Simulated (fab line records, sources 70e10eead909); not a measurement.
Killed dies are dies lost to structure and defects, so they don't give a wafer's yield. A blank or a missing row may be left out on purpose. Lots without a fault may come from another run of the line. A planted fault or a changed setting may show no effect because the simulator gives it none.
Chamber matching | flow nand_harc | NHARC_A_M0_STRIP_18 on rie_diel-01: 4 sister chambers
The step strips in N2/H2. 16 wafers are shown with their chamber, then 8 later ones without.

WAFERS WITH THEIR CHAMBER
wafer  | chamber | showerhead_plenum_p_Torr (Torr) | drypump_motor_current_A (A) | rf_vpp_V (V)
L075.2 | 1       | 1.95                            | 5.3                         | 90.7
L075.4 | 3       | 2.10                            | 6.2                         | 91.1
L075.5 | 0       | 1.98                            | 5.2                         | 90.5
L087.2 | 2       | 2.14                            | 6.0                         | 91.2
L087.4 | 1       | 1.95                            | 5.3                         | 90.5
L087.6 | 3       | 2.09                            | 6.3                         | 91.9
L088.2 | 2       | 2.14                            | 6.0                         | 91.8
L088.3 | 3       | 2.09                            | 6.3                         | 91.6
L088.4 | 1       | 1.95                            | 5.3                         | 90.1
L090.4 | 2       | 2.14                            | 6.0                         | 91.5
L090.5 | 1       | 1.95                            | 5.3                         | 88.5
L090.6 | 0       | 1.98                            | 5.2                         | 91.0
L092.1 | 1       | 1.95                            | 5.3                         | 90.9
L092.4 | 2       | 2.14                            | 6.0                         | 89.9
L092.5 | 0       | 1.98                            | 5.2                         | 91.6
L093.2 | 0       | 1.98                            | 5.2                         | 90.1

SIGNATURES (means of the wafers above)
reading                  | chamber 0 | chamber 1 | chamber 2 | chamber 3 | scatter within a chamber
showerhead_plenum_p_Torr | 1.9800    | 1.9500    | 2.1400    | 2.0933    | 0.00236
drypump_motor_current_A  | 5.200     | 5.300     | 6.000     | 6.267     | 0.0236
rf_vpp_V                 | 90.800    | 90.140    | 91.100    | 91.533    | 0.785
Rule: a wafer's distance from a chamber is the root of the sum, over the readings, of the square of ((its reading less the chamber's mean) divided by the reading's scatter). The wafer belongs to the nearest chamber; if the next one is less than 2 further off, it can't be placed. The scatter: the root of (the sum of the squares of (reading less its chamber's mean) over the shown wafers, divided by (wafers less chambers)).

WAFERS WITHOUT THEIR CHAMBER
wafer  | showerhead_plenum_p_Torr (Torr) | drypump_motor_current_A (A) | rf_vpp_V (V)
L093.4 | 2.14                            | 6.0                         | 91.9
L093.5 | 1.98                            | 5.2                         | 90.9
L095.4 | 2.14                            | 6.0                         | 91.1
L095.5 | 1.95                            | 5.3                         | 89.6
L095.6 | 1.98                            | 5.1                         | 90.2
L097.1 | 1.98                            | 5.2                         | 90.8
L097.2 | 1.95                            | 5.3                         | 90.0
L097.5 | 2.13                            | 6.0                         | 91.6

WHICH CHAMBER EACH WENT THROUGH
wafer  | from the rows above | in truth
L093.4 | 2                   | 2
L093.5 | 0                   | 0
L095.4 | 2                   | 2
L095.5 | 1                   | 1
L095.6 | 0                   | 0
L097.1 | 0                   | 0
L097.2 | 1                   | 1
L097.5 | 2                   | 2
Placed correctly: 8 of 8. Can't be placed from these rows: 0. Placed wrongly: 0.
